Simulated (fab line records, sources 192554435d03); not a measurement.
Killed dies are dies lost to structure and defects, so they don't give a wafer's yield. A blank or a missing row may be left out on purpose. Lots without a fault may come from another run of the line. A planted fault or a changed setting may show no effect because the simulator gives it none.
fab line records | flow n5_finfet
record lots=10 wafers=30 last_day=18
route steps=1938 shown BEOL_M6@1195
lots that met no fault: from a run of the same line without faults
start_h: hours from the record's first day to the start of the lot's first wafer shown | wait_h: hours since the lot's step before | " the same as in the row above | L1.1+2: a row that stands for several wafers | - no value, or no start given | * or withheld: withheld | < > ~ a bound
route shown NAME@n: a module of which the file shows steps, and the number in the route of the first | usual: mean/standard deviation of fault-free wafers | same: alike in all rows | chamber/n: place in a boat | sites: the reading at each site | _std_site: their standard deviation | _edge_site: outer sites' mean less inner sites' | radius_mm: how far each site lies from the wafer's centre | mask NAME#n: copy n | behind: the tool/chamber that last shaped the wafer | hold: why the lot was held/for how many hours/how that ended | device: the transistor (n, p or np) that didn't switch | end of line: the same wafers' tests at the end of the route | a step without rows: its recipe alone | killed: dies lost to structure and defects at the first sort, not the wafer's yield | map: a wafer's dies, x killed, . not, _ none there
set.NAME: the setting as run; set.NAME@STEP: as run at that earlier step | model.NAME: the simulator's own value behind a step, which no gauge read
steps of the route over a sample of lots; a table a step, a row a wafer
services: from which hour (start_h, from the record's first day; less than 0 if before it) a tool's chamber was out of use, for how many hours, and why
## steps
# step N5_BEOL_M6_CURE_74
# recipe temp_c=385 time_s=240 ambient=He/Ar material=SiCOH_lowk
# usual lamp_power_pct=52.31/0.053 wafer_temp_C_max=387.3/0.73
# columns lot.wafer tool chamber start_h wait_h lamp_power_pct wafer_temp_C_max
L880.1 uv_cure-02 0 187.18 0.0 52.18 387.2
L880.3 " 0 " " 52.28 386.8
L880.5 " 0 " " 52.34 387.1
L884.2 uv_cure-02 2 227.60 0.1 52.33 388.2
L884.3 " 2 " " 52.40 388.8
L884.6 " 2 " " 52.33 388.2
L887.2 uv_cure-01 0 244.28 0.1 52.23 386.9
L887.3 " 0 " " 52.34 386.9
L887.5 " 0 " " 52.35 387.4
L889.1 uv_cure-01 0 249.85 0.0 52.37 387.6
L889.2 " 0 " " 52.31 387.4
L889.4 " 0 " " 52.34 387.7
L890.2 uv_cure-02 2 254.94 0.1 52.27 387.7
L890.3 " 2 " " 52.34 388.9
L890.5 " 2 " " 52.28 388.8
L895.1 uv_cure-03 0 281.17 0.1 52.31 388.4
L895.2 " 0 " " 52.30 387.2
L895.6 " 0 " " 52.31 387.0
L899.1 uv_cure-03 1 303.74 0.0 52.29 387.0
L899.5 " 1 " " 52.29 387.3
L899.6 " 1 " " 52.27 387.0
L900.1 uv_cure-01 1 318.52 0.0 52.24 386.4
L900.2 " 1 " " 52.30 386.3
L900.4 " 1 " " 52.34 386.8
L901.2 uv_cure-02 1 321.51 0.1 52.34 386.3
L901.3 " 1 " " 52.27 385.9
L901.5 " 1 " " 52.30 386.0
L902.1 uv_cure-03 2 333.34 0.0 52.35 387.1
L902.3 " 2 " " 52.37 388.0
L902.5 " 2 " " 52.17 387.9
# step N5_BEOL_M6_STRIP_67
# recipe chemistry=CF4 resist=SiARC power_w=300 bias_power_w=75 pressure_mtorr=50 cf4_flow_sccm=150 rf_frequency_hz=6e+07
# usual bias_power_w=75.03/0.24 drypump_motor_current_A=5.9/0.41 oes_product_au=0.78/0.096 rf_vpp_V=270.7/1.6 showerhead_plenum_p_Torr=1.77/0.058 throttle_valve_pct=13.56/0.2
# columns lot.wafer tool chamber start_h wait_h bias_power_w drypump_motor_current_A oes_product_au rf_hours_counter_h rf_vpp_V showerhead_plenum_p_Torr throttle_valve_pct
L880.1 rie_diel-02 0 190.70 0.0 74.90 6.4 0.75 149 269.5 1.64 13.63
L880.3 " 1 " " 74.96 5.4 0.73 186 271.7 1.85 13.46
L880.5 " 0 " " 75.08 6.3 0.74 - 266.4 1.64 13.63
L884.2 rie_diel-03 1 229.28 0.0 74.87 6.3 0.76 137 271.3 1.78 13.55
L884.3 " 3 " " 74.89 5.9 0.71 215 271.5 1.78 13.51
L884.6 " 3 " " 75.19 6.0 0.70 - 269.8 1.78 13.48
L887.2 rie_diel-02 2 246.21 0.0 75.52 5.8 0.91 14 271.7 1.77 13.41
L887.3 " 3 " " 74.31 6.0 0.82 72 270.8 1.74 13.57
L887.5 " 2 " " 75.34 5.8 0.92 - 271.1 1.77 13.40
L889.1 rie_diel-03 3 254.12 0.0 74.97 5.9 0.69 225 269.1 1.77 13.53
L889.2 " 2 " " 74.98 5.4 0.94 14 272.1 1.76 13.21
L889.4 " 1 " " 75.36 6.3 0.76 148 273.2 1.78 13.60
L890.2 rie_diel-05 2 259.47 0.0 75.11 5.5 0.87 46 270.0 1.75 13.25
L890.3 " 1 " " 75.19 5.2 0.69 246 272.9 1.82 13.90
L890.5 " 1 " " 74.68 5.2 0.68 - 271.5 1.82 13.91
L895.1 rie_diel-02 2 284.58 0.0 75.17 5.8 0.88 29 269.9 1.77 13.44
L895.2 " 1 " " 75.01 5.3 0.71 222 272.0 1.84 13.54
L895.6 " 3 " " 75.15 6.0 0.80 - 270.3 1.73 13.61
L899.1 rie_diel-02 1 305.16 0.0 75.00 5.4 0.70 231 272.3 1.84 13.58
L899.5 " 3 " " 75.02 6.0 0.80 - 269.6 1.73 13.63
L899.6 " 0 " " 75.33 6.3 0.71 - 268.2 1.63 13.75
L900.1 rie_diel-02 0 321.74 0.0 75.04 6.4 0.71 198 266.3 1.63 13.77
L900.2 " 1 " " 75.19 5.4 0.70 237 270.8 1.83 13.58
L900.4 " 2 " " 74.86 5.8 0.85 44 270.2 1.76 13.48
L901.2 rie_diel-02 3 323.20 0.0 74.86 5.9 0.79 102 269.3 1.73 13.65
L901.3 " 1 " " 74.99 5.4 0.70 238 271.9 1.83 13.57
L901.5 " 3 " " 75.01 5.9 0.78 - 269.8 1.73 13.65
L902.1 rie_diel-02 3 335.71 0.0 74.63 6.0 0.78 106 270.4 1.73 13.68
L902.3 " 0 " " 75.24 6.3 0.71 202 267.4 1.63 13.76
L902.5 " 1 " " 75.09 5.4 0.69 - 271.1 1.83 13.59
# step N5_BEOL_M6_COAT_22
# recipe resist=CAR-EUV spin_rpm=1500 resist_thk_nm=30
# usual spin_speed_rpm=1500.0/0.86
# columns lot.wafer tool chamber start_h wait_h spin_speed_rpm
L880.1 litho_track-05 0 191.40 - 1500.3
L880.3 " 0 " " 1499.4
L880.5 " 0 " " 1500.0
L884.2 litho_track-01 0 229.98 - 1499.9
L884.3 " 0 " " 1499.9
L884.6 " 0 " " 1500.3
L887.2 litho_track-01 0 246.48 - 1433.4
L887.3 " 0 " " 1431.9
L887.5 " 0 " " 1432.4
L889.1 litho_track-01 0 258.16 - 1432.0
L889.2 " 0 " " 1432.6
L889.4 " 0 " " 1433.5
L890.2 litho_track-01 0 261.60 - 1431.7
L890.3 " 0 " " 1432.7
L890.5 " 0 " " 1432.4
L895.1 litho_track-05 0 285.36 - 1499.5
L895.2 " 0 " " 1499.2
L895.6 " 0 " " 1499.0
L899.1 litho_track-02 0 305.51 - 1500.5
L899.5 " 0 " " 1499.7
L899.6 " 0 " " 1500.2
L900.1 litho_track-05 0 322.16 - 1500.6
L900.2 " 0 " " 1501.0
L900.4 " 0 " " 1500.8
L901.2 litho_track-01 0 324.79 - 1501.6
L901.3 " 0 " " 1498.4
L901.5 " 0 " " 1499.0
L902.1 litho_track-02 0 336.00 - 1500.1
L902.3 " 0 " " 1500.1
L902.5 " 0 " " 1500.1
# step N5_BEOL_M6_DESCUM_33
# recipe chemistry=O2 time_s=7 source_power_w=50 bias_power_w=20 pressure_mtorr=20 rf_frequency_hz=2.712e+07 temp_c=40 resist=CAR-EUV o2_flow_sccm=225
# usual bias_power_w=20.00/0.06 drypump_motor_current_A=5.8/0.45 oes_product_au=0.79/0.1 rf_fwd_power_W=49.3/0.31 rf_vpp_V=243.0/1.4 showerhead_plenum_p_Torr=2.08/0.083 throttle_valve_pct=20.40/0.25
# columns lot.wafer tool chamber start_h wait_h bias_power_w drypump_motor_current_A oes_product_au rf_fwd_power_W rf_hours_counter_h rf_vpp_V showerhead_plenum_p_Torr throttle_valve_pct
L880.1 rie_diel-02 1 191.92 0.0 20.08 5.4 0.73 49.5 187 244.9 2.17 20.26
L880.3 " 0 " " 20.01 6.3 0.75 49.5 150 239.4 1.90 20.40
L880.5 " 0 " " 19.99 6.3 0.75 49.4 - 240.8 1.90 20.40
L884.2 rie_diel-05 2 230.37 0.0 19.98 5.5 0.90 48.9 34 243.3 2.03 20.05
L884.3 " 0 " " 20.00 5.8 0.69 49.7 239 246.3 2.17 20.49
L884.6 " 2 " " 20.11 5.5 0.90 49.1 - 241.6 2.03 20.03
L887.2 rie_diel-05 1 246.87 0.0 20.00 5.1 0.68 49.7 240 243.6 2.17 20.82
L887.3 " 0 " " 20.00 5.8 0.68 49.9 245 243.8 2.17 20.49
L887.5 " 1 " " 19.96 5.2 0.68 49.8 - 243.1 2.17 20.82
L889.1 rie_diel-05 2 258.58 0.0 20.01 5.5 0.87 48.6 46 241.3 2.03 20.05
L889.2 " 1 " " 19.92 5.1 0.68 49.2 245 244.9 2.16 20.84
L889.4 " 3 " " 19.99 6.5 0.68 49.6 - 244.3 2.15 20.70
L890.2 rie_diel-05 1 261.98 0.0 20.06 5.2 0.67 49.5 246 243.9 2.16 20.83
L890.3 " 2 " " 19.95 5.5 0.87 48.6 47 241.9 2.03 20.07
L890.5 " 2 " " 19.92 5.5 0.88 48.7 - 242.0 2.03 20.07
L895.1 rie_diel-02 0 286.44 0.6 20.02 6.3 0.73 49.6 183 239.8 1.89 20.45
L895.2 " 3 " " 19.90 5.9 0.80 49.6 87 242.9 2.01 20.47
L895.6 " 1 " " 20.00 5.4 0.70 49.1 - 244.2 2.16 20.31
L899.1 rie_diel-03 1 306.05 0.2 20.01 6.3 0.74 49.6 166 243.3 2.08 20.52
L899.5 " 1 " " 19.93 6.3 0.74 49.5 - 244.2 2.08 20.51
L899.6 " 2 " " 19.97 5.5 0.92 49.5 - 242.9 2.03 19.99
L900.1 rie_diel-02 2 322.57 0.1 19.96 5.8 0.86 48.9 44 242.4 2.05 20.42
L900.2 " 1 " " 19.91 5.4 0.69 49.3 237 243.8 2.15 20.34
L900.4 " 0 " " 20.01 6.3 0.71 49.6 198 241.5 1.89 20.48
L901.2 rie_diel-02 1 325.38 0.1 19.92 5.4 0.69 49.3 239 245.3 2.15 20.32
L901.3 " 0 " " 20.01 6.4 0.71 49.7 199 240.4 1.89 20.49
L901.5 " 2 " " 20.03 5.8 0.86 49.0 - 243.8 2.05 20.43
L902.1 rie_diel-05 0 336.38 0.0 20.06 5.8 0.93 49.7 25 243.5 2.16 20.09
L902.3 " 1 " " 20.11 5.1 0.94 49.5 19 244.6 2.15 20.55
L902.5 " 0 " " 20.05 5.8 0.94 49.8 - 244.4 2.16 20.10
## services
# columns tool chamber start_h hours kind
uv_cure-01 - 175.20 0.4 repair
rie_diel-02 2 188.84 - clean
rie_diel-02 2 188.84 - consumable_replace:focus_ring
rie_diel-02 2 188.84 16.3 scheduled_down
rie_diel-02 2 188.84 16.3 vent_cycle
uv_cure-02 - 213.58 11.4 repair
rie_diel-03 1 217.32 3.5 repair
uv_cure-03 - 219.99 14.6 pm
uv_cure-01 - 238.22 2.1 pm
rie_diel-05 3 253.97 1.8 repair
rie_diel-05 0 257.65 - clean
rie_diel-05 0 257.65 - consumable_replace:focus_ring
rie_diel-05 0 257.65 22.0 scheduled_down
rie_diel-05 0 257.65 22.0 vent_cycle
rie_diel-02 1 259.41 3.0 repair
uv_cure-01 - 262.91 1.0 pm
rie_diel-02 0 272.35 6.4 repair
rie_diel-03 3 272.91 8.3 repair
uv_cure-02 - 282.70 0.8 repair
uv_cure-02 - 290.68 1.0 pm
rie_diel-03 2 308.08 2.5 repair
rie_diel-03 3 308.34 5.9 repair
rie_diel-03 1 314.59 8.3 repair
rie_diel-05 2 335.38 4.5 repair
## key
first_sign step=N5_BEOL_M6_COAT_22 reading=spin_speed_rpm direction=down sigmas=78 usual=* struck=*
effect none on later readings
met_at N5_BEOL_M6_COAT_22
struck_lots L887,L889,L890
not_acting_at N5_BEOL_M6_CURE_74,N5_BEOL_M6_STRIP_67,N5_BEOL_M6_DESCUM_33
onset_between 229.98 246.48
fault kind=process_parameter_drift tool=litho_track-01 chamber=- onset_h=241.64 steps=N5_BEOL_M6_COAT_22 channel=spin_rpm offset=* shape=step end_h=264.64 acts_in=* stated=*
